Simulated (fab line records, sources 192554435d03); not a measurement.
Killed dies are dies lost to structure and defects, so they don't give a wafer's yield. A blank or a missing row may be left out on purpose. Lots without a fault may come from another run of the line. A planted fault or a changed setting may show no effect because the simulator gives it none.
A struck lot beside a sound one | flow n5_finfet | 37 steps out of a route of 1938
Sound: wafers L921.1, L921.4, L921.5. Struck: wafers L930.1, L930.3, L930.4. The cause comes at the end.
At each step with rows: each side's tool, then ch and its chambers, then its first start. Under that, the readings that differ: sound wafers | struck wafers | difference of the means | sigmas: that difference in standard deviations of wafers without a fault.
alike: readings whose means differ by less than 2 such deviations, and words and numbers that are the same on both sides. not compared: withheld readings, readings that some wafer has no value for, bounds like >300 that may hide the same value, and numbers for which the record gives no deviation and whose values overlap.
The two part at a step that has a row with sigmas, a row that says differs or no value, or rows on one side only. Numbers that don't overlap but have no deviation are shown without sigmas and don't part them. A reading that every wafer of one side lacks parts them only if that side has two wafers or more.

first, 9 steps without rows for these wafers: N5_BEOL_M4_ANNEAL_95 (time 240 s); N5_BEOL_M4_SPUTTER_96 (material Cu, target thk 4.5 nm, time 8.29 s); N5_BEOL_M4_ECD_50 (material Cu, target thk 300 nm); N5_BEOL_M4_ANNEAL_51 (time 90 s); N5_BEOL_M4_CMP_52 (polishes, stops on SiOC, t overpolish 6.8 s, target thk 40 nm); N5_BEOL_M4_PRE_CLEAN_60 (time 15 s); N5_BEOL_M4_CO_CAP_55 (material Co, precursor CCTBA/H2, target thk 2 nm, time 102.1 s); N5_BEOL_M4_PRE_CLEAN_56 (time 15 s); N5_BEOL_M4_DEP_57 (deposits SiCN from 3MS/NH3, target thk 8 nm, time 14 s).
N5_BEOL_M4_RC_MEAS_101:
  sound on prober-02 ch 0, day 10 09:26; struck on prober-01 ch 0, day 13 02:48
  alike: DIBL_N, DIBL_P, IOFF_N, IOFF_P, ION_N, ION_P, SS_N, SS_P, VT_N, VT_P
then, 24 steps without rows for these wafers: N5_BEOL_M5_ILD_DEP_00 (deposits SiCOH lowk from DEMS/porogen, target thk 140.64 nm, time 25.9 s); N5_BEOL_M5_CURE_79 (cures SiCOH lowk, time 240 s); N5_BEOL_M5_PECVD_70 (deposits SiO2 from TEOS/O2, target thk 16 nm, time 18 s); N5_BEOL_M5_HM_DEP_02 (deposits TiN, target thk 20 nm); N5_BEOL_M5_COAT_59 (time 60 s, resist thk 60 nm); N5_BEOL_M5_COAT_60 (time 60 s, resist thk 12 nm); N5_BEOL_M5_COAT_71 (time 60 s, resist thk 5 nm); N5_BEOL_M5_COAT_05 (resist thk 30 nm); N5_BEOL_M5_EBR_07; N5_BEOL_M5_SOFTBAKE_06 (time 60 s); N5_BEOL_M5_EXPOSE_08 (exposes mask M5, target cd 28 nm); N5_BEOL_M5_PEB_09 (peb time 60 s); N5_BEOL_M5_DEVELOP_10 (develop time 30 s); N5_BEOL_M5_DESCUM_16 (chemistry O2, time 7 s); N5_BEOL_M5_ETCH_72 (etches underlayer in N2/H2, target depth 6.5 nm, time 5.2 s); N5_BEOL_M5_ETCH_61 (etches SiARC in CF4, target depth 15.6 nm, time 26 s); N5_BEOL_M5_ETCH_62 (etches SOC in N2/H2, target depth 75 nm, overetch 15 nm, time 112.5 s); N5_BEOL_M5_STRIP_63 (strips in N2/H2); N5_BEOL_M5_STRIP_73 (strips in N2/H2); N5_BEOL_M5_STRIP_64 (strips in CF4); N5_BEOL_M5_HM_OPEN_17 (chemistry Cl2/BCl3, target TiN, target depth 20 nm, overetch 6 nm); N5_BEOL_M5_STRIP_19 (strips in O2); N5_BEOL_M5_COAT_65 (time 60 s, resist thk 60 nm); N5_BEOL_M5_COAT_66 (time 60 s, resist thk 12 nm).
N5_BEOL_M9_ILD_DEP_00: deposits SiCOH lowk from DEMS/porogen, target thk 308.51 nm, time 58 s.
  sound on pecvd-01 ch 0,1,2, day 11 21:32; struck on pecvd-04 ch 0,1,2, day 14 16:25
  no value came back on the struck wafers for any of 5 readings (chamber_pressure_Torr (Torr), heater_power_outer_w (W) and others); on the sound wafers chamber_pressure_Torr (Torr) reads 5.014 4.989 4.984
N5_BEOL_M9_OCD_MEAS_38:
  sound on ocd-02, day 12 08:10; struck on ocd-02, day 14 19:59
  reading              | sound             | struck | difference                    | sigmas
  trench_depth_nm (nm) | 152.3 155.5 150.0 | - - -  | no value on the struck wafers |
-- the record jumps here: 2 days lie between the struck wafers' starts before and after (it left off in module BEOL_M9 and takes up again in module PASSIVATION, whose first step shown is number 1936 of the route) --
N5_PASSIVATION_PROBE_49:
  sound on prober-02, day 14 23:37; struck on prober-01, day 17 06:26
  reading                  | sound          | struck         | difference | sigmas
  defect_limited_yield (%) | 90.4 91.6 87.8 | 0 0 0          | -90        | -69
  killed_at_M0_to_M3       | 37 28 54       | 5 4 5          | -35        | -4
  killed_at_M4_up          | 17 14 23       | 1162 1168 1163 | +1146      | +99 or more
  killed_at_contacts       | 25 11 8        | 4 2 1          | -12        | -2
  killed_at_front_end      | 31 46 58       | 9 6 10         | -37        | -3
  killed_dies              | 113 99 144     | 1180 1180 1180 | +1061      | +66
  killed_on_rim            | 16 9 21        | 152 152 152    | +137       | +33
  killed_open              | 80 64 105      | 10 11 13       | -72        | -6
  killed_short             | 32 31 31       | 8 5 7          | -25        | -3
  sort_bin_4_leakage (%)   | 0 0 0.08       | 0 0 0          | +0         | -2
  sort_bin_5_function (%)  | 5.1 5.3 7.7    | 71.0 73.0 73.4 | +66.4      | +77
  sort_n_pass              | 1067 1081 1035 | 0 0 0          | -1061      | -66
  sort_yield_pct (%)       | 90.4 91.6 87.7 | 0 0 0          | -90        | -69
  alike: killed_at_other, sort_bin_6_memory

WHERE THEY PART
First at N5_BEOL_M9_ILD_DEP_00; last, within this record, at N5_PASSIVATION_PROBE_49.

WHY: what the simulator had put in
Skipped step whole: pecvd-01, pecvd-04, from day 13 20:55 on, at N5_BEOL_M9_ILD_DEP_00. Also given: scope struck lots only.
